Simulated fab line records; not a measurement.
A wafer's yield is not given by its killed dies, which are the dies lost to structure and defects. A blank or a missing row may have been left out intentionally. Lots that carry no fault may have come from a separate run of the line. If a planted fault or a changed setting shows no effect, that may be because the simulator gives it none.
Which tool is to blame?    flow nandHarc    24 lots with 72 wafers sampled at 6 steps, on a route of 1302 steps

## WHAT THE GAUGES READ, wafer by wafer
NHARC_P_BONDPAD_CD_MEAS_09 targets a cd of 500 nm.
lot   measured      on        cdNm (nm)
L075  day 7 03:22   cdSem-02  499 498 497
L074  day 7 04:08   cdSem-02  507 506 505
L076  day 7 15:44   cdSem-01  500 502 502
L077  day 8 08:32   cdSem-01  496 496 495
L078  day 8 13:29   cdSem-03  501 494 496
L079  day 8 19:19   cdSem-03  502 503 499
L080  day 9 03:29   cdSem-01  499 497 498
L081  day 9 10:07   cdSem-03  507 506 506
L082  day 9 20:53   cdSem-03  500 499 499
L083  day 10 09:35  cdSem-01  496 494 496
L084  day 10 21:00  cdSem-03  507 506 505
L085  day 11 04:19  cdSem-02  496 496 499
L086  day 11 10:49  cdSem-03  505 507 506
L087  day 12 14:38  cdSem-01  504 502 505
L089  day 12 15:38  cdSem-02  506 501 505
L088  day 12 17:19  cdSem-03  507 503 502
L090  day 13 10:24  cdSem-01  502 506 499
L091  day 13 14:56  cdSem-01  496 502 500
L092  day 14 00:49  cdSem-01  501 502 501
L093  day 14 09:37  cdSem-03  503 504 498
L094  day 15 04:29  cdSem-02  497 502 498
L095  day 15 09:17  cdSem-02  503 501 501
L096  day 15 14:01  cdSem-01  496 499 496
L097  day 16 04:40  cdSem-02  506 506 504

NHARC_A_ZERO_WELL_INSPECT_17.
lot   measured      on                rawDefectCount
L075  day 7 08:47   defectInspect-02  17 19 8
L074  day 7 10:06   defectInspect-01  19 12 7
L076  day 8 02:04   defectInspect-02  15 16 24
L077  day 8 13:57   defectInspect-01  10 9 7
L078  day 8 19:03   defectInspect-02  26 6 7
L079  day 9 00:50   defectInspect-01  10 5 3
L080  day 9 08:55   defectInspect-02  10 7 0
L081  day 9 15:47   defectInspect-01  12 7 8
L082  day 10 02:41  defectInspect-01  18 8 8
L083  day 10 15:01  defectInspect-01  4 4 0
L084  day 11 02:34  defectInspect-02  8 23 13
L085  day 11 09:43  defectInspect-02  8 6 11
L086  day 11 16:24  defectInspect-02  5 7 3
L087  day 12 20:13  defectInspect-01  9 7 3
L089  day 12 21:13  defectInspect-01  12 19 17
L088  day 12 22:44  defectInspect-01  8 4 5
L090  day 13 15:57  defectInspect-01  7 8 7
L091  day 13 20:30  defectInspect-01  11 10 11
L092  day 14 06:24  defectInspect-02  26 23 33
L093  day 14 15:10  defectInspect-01  5 1 4
L094  day 15 10:12  defectInspect-02  7 6 8
L095  day 15 14:40  defectInspect-02  15 8 5
L096  day 15 19:36  defectInspect-02  7 9 11
L097  day 16 13:10  defectInspect-02  25 4 9

NHARC_A_CHANNEL_HOLE_D1_CD_MEAS_30.
lot   measured      on        cdNm (nm)
L075  day 9 12:49   cdSem-03  88.2 86.9 88.3
L074  day 9 14:14   cdSem-01  89.9 88.9 90.3
L076  day 10 03:56  cdSem-02  89.9 88.6 87.4
L077  day 10 11:06  cdSem-02  88.8 92.0 88.1
L078  day 10 12:17  cdSem-03  93.4 90.9 94.4
L079  day 10 20:13  cdSem-03  93.9 89.3 90.9
L080  day 11 04:25  cdSem-01  89.8 89.0 89.6
L081  day 11 15:23  cdSem-03  91.6 90.5 91.1
L082  day 12 06:44  cdSem-02  91.2 90.5 88.9
L083  day 12 14:53  cdSem-02  89.8 91.4 89.8
L084  day 12 21:47  cdSem-03  88.2 86.4 88.5
L085  day 13 06:15  cdSem-03  91.9 89.3 88.2
L086  day 13 14:59  cdSem-03  92.3 90.6 89.1
L087  day 14 23:37  cdSem-02  87.5 90.7 89.9
L089  day 14 19:28  cdSem-03  89.6 88.8 85.1
L088  day 14 21:38  cdSem-03  91.8 91.5 88.8
L090  day 15 16:28  cdSem-03  89.5 91.6 90.4
L091  day 15 20:37  cdSem-03  90.4 88.7 89.3
L092  day 16 03:35  cdSem-03  87.0 87.1 88.0
L093  day 16 10:08  cdSem-02  92.0 93.3 88.6
L094  day 17 10:13  cdSem-03  87.6 90.6 89.4
L095  day 17 14:24  cdSem-01  91.1 92.7 89.9
L096  day 17 19:21  cdSem-02  88.8 90.1 88.5
L097  day 18 10:15  cdSem-02  88.9 90.2 92.7

## EACH LOT AND THE TOOL THAT RAN IT (in order: tool; ch and the chambers of the sampled wafers; start)
lot   NHARC_P_BONDPAD_DEGAS_25     NHARC_A_ZERO_WELL_DESCUM_12        NHARC_A_CHANNEL_HOLE_D1_ETCH_26
L075  pvdSputter-01, day 7 04:33   rieDiel-08 ch 0,3, day 7 07:29     harEtch-01 ch 0,1, day 9 10:58
L074  pvdSputter-03, day 7 05:17   rieDiel-08 ch 2,3, day 7 08:24     harEtch-02 ch 0,1, day 9 12:22
L076  pvdSputter-03, day 7 20:50   rieDiel-08 ch 1,2,3, day 8 00:47   harEtch-01 ch 0,1, day 10 02:12
L077  pvdSputter-01, day 8 09:41   rieDiel-08 ch 0,1,2, day 8 12:38   harEtch-02 ch 0,1, day 10 09:23
L078  pvdSputter-02, day 8 14:38   rieDiel-08 ch 2,3, day 8 17:44     harEtch-01 ch 0,1, day 10 10:35
L079  pvdSputter-02, day 8 20:28   rieDiel-12 ch 0,1,2, day 8 23:28   harEtch-01 ch 0,1, day 10 18:29
L080  pvdSputter-03, day 9 04:38   rieDiel-12 ch 1,2,3, day 9 07:37   harEtch-02 ch 0,1, day 11 02:40
L081  pvdSputter-01, day 9 11:18   rieDiel-03 ch 0,3, day 9 14:25     harEtch-01 ch 0,1, day 11 13:41
L082  pvdSputter-03, day 9 22:03   rieDiel-08 ch 0,1,3, day 10 01:13  harEtch-01 ch 0,1, day 12 04:58
L083  pvdSputter-02, day 10 10:45  rieDiel-08 ch 1,2, day 10 13:43    harEtch-02 ch 0,1, day 12 13:08
L084  pvdSputter-02, day 10 22:11  rieDiel-08 ch 0,1,2, day 11 01:16  harEtch-02 ch 0,1, day 12 20:05
L085  pvdSputter-01, day 11 05:28  rieDiel-12 ch 0,2,3, day 11 08:26  harEtch-02 ch 0, day 13 04:32
L086  pvdSputter-01, day 11 11:59  rieDiel-08 ch 1,2,3, day 11 15:07  harEtch-01 ch 0,1, day 13 13:12
L087  pvdSputter-01, day 12 15:48  rieDiel-12 ch 1,2,3, day 12 18:53  harEtch-02 ch 0,1, day 14 21:53
L089  pvdSputter-03, day 12 16:48  rieDiel-08 ch 0,1,3, day 12 19:55  harEtch-02 ch 0,1, day 14 17:44
L088  pvdSputter-03, day 12 18:28  rieDiel-08 ch 1,3, day 12 21:25    harEtch-01 ch 0,1, day 14 19:55
L090  pvdSputter-03, day 13 11:33  rieDiel-12 ch 0,1,2, day 13 14:39  harEtch-02 ch 0,1, day 15 14:46
L091  pvdSputter-01, day 13 16:07  rieDiel-12 ch 0,3, day 13 19:10    harEtch-02 ch 0,1, day 15 18:53
L092  pvdSputter-01, day 14 01:59  rieDiel-08 ch 0,2,3, day 14 05:07  harEtch-02 ch 0,1, day 16 01:44
L093  pvdSputter-03, day 14 10:48  rieDiel-08 ch 0,3, day 14 13:52    harEtch-02 ch 0,1, day 16 08:26
L094  pvdSputter-02, day 15 05:38  rieDiel-08 ch 1,2, day 15 08:47    harEtch-01 ch 0, day 17 08:29
L095  pvdSputter-02, day 15 10:26  rieDiel-12 ch 1,2,3, day 15 13:23  harEtch-01 ch 0,1, day 17 12:39
L096  pvdSputter-02, day 15 15:10  rieDiel-12 ch 1,2,3, day 15 18:16  harEtch-02 ch 0,1, day 17 17:37
L097  pvdSputter-03, day 16 05:52  rieDiel-03 ch 2,3, day 16 11:45    harEtch-01 ch 0,1, day 18 08:23
- NHARC_P_BONDPAD_DEGAS_25: time 60 s.
- NHARC_A_ZERO_WELL_DESCUM_12: chemistry O2, time 3 s.
- NHARC_A_CHANNEL_HOLE_D1_ETCH_26: etches the open film in C4F8/O2/Ar, time 224.1 s, target depth 300 nm.

## AS READ BY THE TOOLS THEMSELVES (means over the sampled wafers that have a number; for cases with no such wafer, the mark the record gives instead)
NHARC_P_BONDPAD_DEGAS_25.
lot   tool           heaterPowerW (W)
L075  pvdSputter-01  466
L074  pvdSputter-03  468
L076  pvdSputter-03  468
L077  pvdSputter-01  462
L078  pvdSputter-02  448
L079  pvdSputter-02  441
L080  pvdSputter-03  467
L081  pvdSputter-01  481
L082  pvdSputter-03  464
L083  pvdSputter-02  415
L084  pvdSputter-02  478
L085  pvdSputter-01  460
L086  pvdSputter-01  453
L087  pvdSputter-01  468
L089  pvdSputter-03  534
L088  pvdSputter-03  551
L090  pvdSputter-03  540
L091  pvdSputter-01  469
L092  pvdSputter-01  486
L093  pvdSputter-03  507
L094  pvdSputter-02  419
L095  pvdSputter-02  429
L096  pvdSputter-02  452
L097  pvdSputter-03  461

NHARC_A_ZERO_WELL_DESCUM_12.
lot   tool        drypumpMotorCurrentA (A)  oesProductAu (a.u.)  rfVppV (V)  showerheadPlenumPTorr (Torr)  throttleValvePct (%)
L075  rieDiel-08  6.1                       1.005                57.4        1.86                          11.307
L074  rieDiel-08  5.7                       0.988                57.5        1.92                          11.312
L076  rieDiel-08  5.6                       1.000                58.2        1.89                          11.312
L077  rieDiel-08  5.7                       1.005                55.8        1.82                          11.305
L078  rieDiel-08  5.8                       0.999                58.5        1.96                          11.317
L079  rieDiel-12  5.5                       1.009                57.8        1.85                          11.305
L080  rieDiel-12  5.9                       1.003                58.0        1.90                          11.310
L081  rieDiel-03  5.9                       0.997                58.1        1.86                          11.306
L082  rieDiel-08  5.8                       0.999                57.6        1.86                          11.317
L083  rieDiel-08  5.5                       0.992                57.9        1.84                          11.313
L084  rieDiel-08  5.7                       0.995                57.5        1.82                          11.313
L085  rieDiel-12  5.5                       1.010                58.0        1.88                          11.307
L086  rieDiel-08  5.6                       1.000                58.0        1.89                          11.316
L087  rieDiel-12  5.8                       1.018                57.3        1.90                          11.319
L089  rieDiel-08  5.8                       1.000                56.6        1.86                          11.320
L088  rieDiel-08  5.4                       1.006                57.8        1.86                          11.308
L090  rieDiel-12  5.5                       1.011                57.8        1.85                          11.313
L091  rieDiel-12  5.6                       1.002                58.6        1.94                          11.310
L092  rieDiel-08  5.9                       0.991                57.6        1.89                          11.317
L093  rieDiel-08  6.0                       0.982                58.7        1.93                          11.304
L094  rieDiel-08  5.5                       1.005                57.7        1.84                          11.313
L095  rieDiel-12  5.8                       1.004                57.2        1.89                          11.316
L096  rieDiel-12  5.8                       1.000                57.8        1.89                          11.320
L097  rieDiel-03  5.9                       0.995                57.8        1.89                          11.311

NHARC_A_CHANNEL_HOLE_D1_ETCH_26.
lot   tool        biasV (V)  c4f8FlowSccm (sccm)  drypumpMotorCurrentA (A)  showerheadPlenumPTorr (Torr)  tempC (C)  throttleValvePct (%)
L075  harEtch-01  303        11.41                5.3                       3.60                          -19.96     24.589
L074  harEtch-02  301        11.43                5.2                       3.72                          -19.98     24.579
L076  harEtch-01  300        11.43                5.3                       3.60                          -19.95     24.576
L077  harEtch-02  298        11.42                5.3                       3.71                          -19.96     24.582
L078  harEtch-01  301        11.38                5.3                       3.59                          -20.06     24.589
L079  harEtch-01  301        11.40                5.3                       3.59                          -19.96     24.573
L080  harEtch-02  302        11.39                5.5                       3.75                          -20.03     24.589
L081  harEtch-01  298        11.37                5.1                       3.64                          -20.10     24.594
L082  harEtch-01  300        11.42                5.1                       3.63                          -20.12     24.580
L083  harEtch-02  300        11.37                5.5                       3.74                          -20.12     24.588
L084  harEtch-02  301        11.37                5.2                       3.69                          -19.91     24.583
L085  harEtch-02  302        11.42                4.9                       3.65                          -19.93     24.582
L086  harEtch-01  301        11.39                5.3                       3.57                          -20.03     24.582
L087  harEtch-02  301        11.38                5.2                       3.68                          -20.07     24.581
L089  harEtch-02  300        11.38                5.5                       3.73                          -20.02     24.583
L088  harEtch-01  299        11.36                5.1                       3.61                          -19.99     24.583
L090  harEtch-02  298        11.40                5.2                       3.67                          -19.86     24.583
L091  harEtch-02  301        11.39                5.6                       3.72                          -19.99     24.587
L092  harEtch-02  296        11.41                5.6                       3.71                          -19.98     24.583
L093  harEtch-02  299        11.37                5.6                       3.71                          -20.06     24.577
L094  harEtch-01  301        11.41                5.6                       3.49                          -19.96     24.586
L095  harEtch-01  296        11.42                5.3                       3.54                          -19.95     24.582
L096  harEtch-02  301        11.35                5.2                       3.91                          -19.93     24.575
L097  harEtch-01  304        11.38                5.1                       3.58                          -20.06     24.592

## THE ANSWER, worked out from the rows above alone
Rule: the lots themselves supply what counts as usual. Put in order of their means at a reading, lots are off if they are a third of the lots or fewer, leave a main group of 4 or more, and stand apart from it by a gap of 3 or more times the standard deviation of the main group's means; of several such gaps the widest counts. Not used: any main group whose means are identical at the precision the tables above print for the reading. Also off: a lot with no number at a reading for which 4 or more lots have one. Where the step has rows for the other lots, those lots are counted as sound. Order of review: gauges by route order, followed by the tools' own readings, for which a lot's mean as printed above is used. At the first step where some lot is off, the reading lying furthest off is the one used; lots without a number count as furthest.
Nothing can be told from this: no lot is off at any reading shown.

## WHAT THE SIMULATOR PUT IN
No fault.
